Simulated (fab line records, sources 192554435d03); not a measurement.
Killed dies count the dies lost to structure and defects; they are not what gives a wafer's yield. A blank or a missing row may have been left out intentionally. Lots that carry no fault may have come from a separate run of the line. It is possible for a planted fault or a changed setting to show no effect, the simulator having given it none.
Struck lot and sound lot, side by side + flow n5_finfet + 16 steps out of a route of 1938
Sound: these wafers, L627.1, L627.3, L627.5. Struck: wafer L634.1 (L634.2, L634.3, from the same lot, were not struck and are left out); the cause is given at the end.
At each step with rows: each side's tool, then ch and its chambers, then its first start. Under that, the readings that differ: sound wafers + struck wafers + difference of the means + sigmas: that difference in standard deviations of wafers without a fault.
alike: a reading whose means differ by less than 2 such deviations, as well as words and numbers matching on both sides. not compared: withheld readings; readings where some wafer has no value; bounds like >300 that might hide an equal value; numbers whose values overlap and for which the record gives no deviation.
A row with sigmas, a row that says differs or no value, or rows on one side alone: a step with any of these is where the two part. When numbers do not overlap yet have no deviation, they are printed without sigmas and do not part them. A reading that every wafer of one side lacks parts them only if that side has two wafers or more.

N5_FIN_SAQP_ETCH_65: etches SiO2 in CF4, target depth 4 nm, time 4.4 s.
  sound on rie_si-02 ch 0,2,3, day 4 18:55; struck on rie_si-03 ch 1, day 6 11:55
  alike: drypump_motor_current_A, he_backside_leak_sccm, oes_product_au, throttle_valve_pct
  not compared: rf_hours_counter_h
N5_FIN_SAQP_MANDREL_ETCH_58: etches a-Si in HBr/Cl2, stops on SiNx, target depth 45 nm, bt time 10 s, time 27 s.
  sound on rie_si-02 ch 0,2,3, day 4 18:57; struck on rie_si-03 ch 1, day 6 11:57
| reading                      | sound       | struck | difference | sigmas |
|------------------------------|-------------|--------|------------|--------|
| he_backside_leak_sccm (sccm) | 2.5 2.3 2.5 | 3.4    | +1.0       | +3     |
  alike: drypump_motor_current_A, oes_product_au, throttle_valve_pct
  not compared: rf_hours_counter_h
then, 3 steps without rows for these wafers: N5_FIN_SAQP_RECESS_63 (chemistry HF/NH3, target SiO2, target depth 18 nm, afs cycles 3, sublimation time 60 s); N5_FIN_SAQP_COAT_68 (time 60 s, resist thk 100 nm); N5_FIN_SAQP_ETCH_69 (etches SOC in N2/H2, stops on SiNx, target depth 150 nm).
N5_FIN_SAQP_ETCH_67: etches SiNx in CH3F/O2, target depth 30 nm.
  sound on rie_diel-03 ch 0,1,2, day 4 19:32; struck on rie_diel-03 ch 0, day 6 12:32
  alike: drypump_motor_current_A, oes_product_au, rf_vpp_V, showerhead_plenum_p_Torr, throttle_valve_pct
  not compared: rf_hours_counter_h
then, 2 steps without rows for these wafers: N5_FIN_SAQP_STRIP_70 (strips in N2/H2); N5_FIN_SAQP_RECESS_71 (chemistry HF/NH3, target SiO2, target depth 3 nm, afs cycles 1, sublimation time 60 s).
N5_FIN_SAQP_SPACER2_ALD_28: deposits SiO2, target thk 8.1 nm, pulse time 1 s, purge time 2 s.
  sound on ald_sin-02 ch 1,2, day 4 20:09; struck on ald_sin-03 ch 3, day 6 12:50
  alike: heater_power_w, precursor_pulse_height_rel
then, 2 steps without rows for these wafers: N5_FIN_SAQP_SPACER2_ETCHBACK_29 (etches SiO2 in CHF3/O2, target depth 12.2 nm, time 6.1 s); N5_FIN_SAQP_MANDREL2_REMOVE_60 (chemistry HBr/Cl2/O2, target a-Si, stops on SiNx, bt time 10 s).
N5_FIN_SAQP_CD_MEAS_31 targets a cd of 8 nm.
  sound on cd_sem-01 ch 0, day 4 20:40; struck on cd_sem-03 ch 0, day 6 13:21
| reading    | sound          | struck | difference | sigmas |
|------------|----------------|--------|------------|--------|
| cd_nm (nm) | 8.25 8.28 8.25 | 7.72   | -0.54      | -2     |
N5_FIN_SAQP_HM_OPEN_33: chemistry CH3F/O2, target SiNx, target depth 49.4 nm, time 70.6 s.
  sound on rie_diel-02 ch 0,2, day 4 20:43; struck on rie_diel-02 ch 2, day 6 13:24
| reading               | sound          | struck | difference | sigmas |
|-----------------------|----------------|--------|------------|--------|
| etch_rf_on_time_s (s) | 68.9 65.0 70.3 | 46.3   | -21.8      | -13    |
| oes_product_au (a.u.) | 0.62 0.77 0.63 | 0.94   | +0.27      | +4     |
  alike: drypump_motor_current_A, rf_vpp_V, showerhead_plenum_p_Torr, throttle_valve_pct
  not compared: rf_hours_counter_h
N5_FIN_SAQP_ETCH_34: etches SiO2 in C4F6/O2, target depth 45 nm, time 15 s.
  sound on rie_diel-02 ch 0,2, day 4 20:47; struck on rie_diel-02 ch 2, day 6 13:28
  alike: drypump_motor_current_A, etch_rf_on_time_s, oes_product_au, rf_vpp_V, showerhead_plenum_p_Torr, throttle_valve_pct
  not compared: rf_hours_counter_h
-- a jump in the record: the struck wafers' starts before and after are 6 days apart (it breaks off in module FIN_SAQP and resumes in module BEOL_M4, where the first step shown is number 1111 of the route) --
N5_BEOL_M4_RC_MEAS_101:
  sound on prober-02 ch 0, day 10 23:55; struck on prober-02 ch 0, day 12 07:26
| reading       | sound          | struck | difference | sigmas |
|---------------|----------------|--------|------------|--------|
| DIBL_N (mV/V) | 36.5 38.4 35.9 | 32.3   | -4.6       | -3     |
| SS_P (mV/dec) | 73.9 73.8 73.1 | 71.4   | -2.2       | -4     |
  alike: DIBL_P, IOFF_N, IOFF_P, ION_N, ION_P, SS_N, VT_N, VT_P
after that, 1 step had no rows for these wafers: N5_PASSIVATION_PROBE_49.

== WHERE THEY PART ==
First at N5_FIN_SAQP_MANDREL_ETCH_58; last, within this record, at N5_BEOL_M4_RC_MEAS_101.

WHY: what the simulator had put in
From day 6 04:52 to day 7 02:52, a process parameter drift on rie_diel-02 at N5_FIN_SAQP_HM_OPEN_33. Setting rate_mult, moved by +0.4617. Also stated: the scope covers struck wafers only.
